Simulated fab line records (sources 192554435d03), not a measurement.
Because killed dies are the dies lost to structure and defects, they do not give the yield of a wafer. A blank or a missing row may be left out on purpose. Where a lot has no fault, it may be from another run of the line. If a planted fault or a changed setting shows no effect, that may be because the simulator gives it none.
Matching of chambers | flow n5 finfet | rie diel-05 running N5_FIN_SAQP_ETCH_51: 4 sister chambers
The step etches SiARC in CF4, target depth 45.5 nm, time 75.8 s. 4 wafers are shown with their chamber, then 7 later ones without.

WAFERS, EACH WITH ITS CHAMBER
wafer  | chamber | throttle valve pct (%)
L081.2 | 0       | 15.23
L081.3 | 1       | 15.54
L081.5 | 3       | 15.87
L082.5 | 2       | 15.58

WAFERS MISSING THEIR CHAMBER
wafer  | throttle valve pct (%)
L082.6 | 15.52
L086.2 | 15.61
L086.3 | 15.52
L086.4 | 15.91
L090.2 | 15.29
L090.3 | 15.61
L090.4 | 15.91

WHICH CHAMBER EACH ONE RAN IN
wafer  | from the rows above     | in truth
L082.6 | can't be placed: 1 or 2 | 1
L086.2 | can't be placed: 2 or 1 | 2
L086.3 | can't be placed: 1 or 2 | 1
L086.4 | 3                       | 3
L090.2 | 0                       | 0
L090.3 | can't be placed: 2 or 1 | 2
L090.4 | 3                       | 3
Correct placement for 3 of the 7. Cannot be placed on the basis of these rows: 4; the candidates contain the true chamber in 4. Placed wrongly: 0.
How it was worked out, from the rows above alone: a wafer's distance from a chamber is the root of the sum, over the readings, of the square of ((its reading less the chamber's mean) divided by the reading's scatter). If the next closest chamber is less than 2 further off than the closest, the wafer can't be placed; otherwise it belongs to the closest. The mean given for a chamber averages the wafers shown for that chamber. The scatter: with one shown wafer a chamber, the root of the mean of the squares of how far each hidden wafer lies from its nearest shown one.
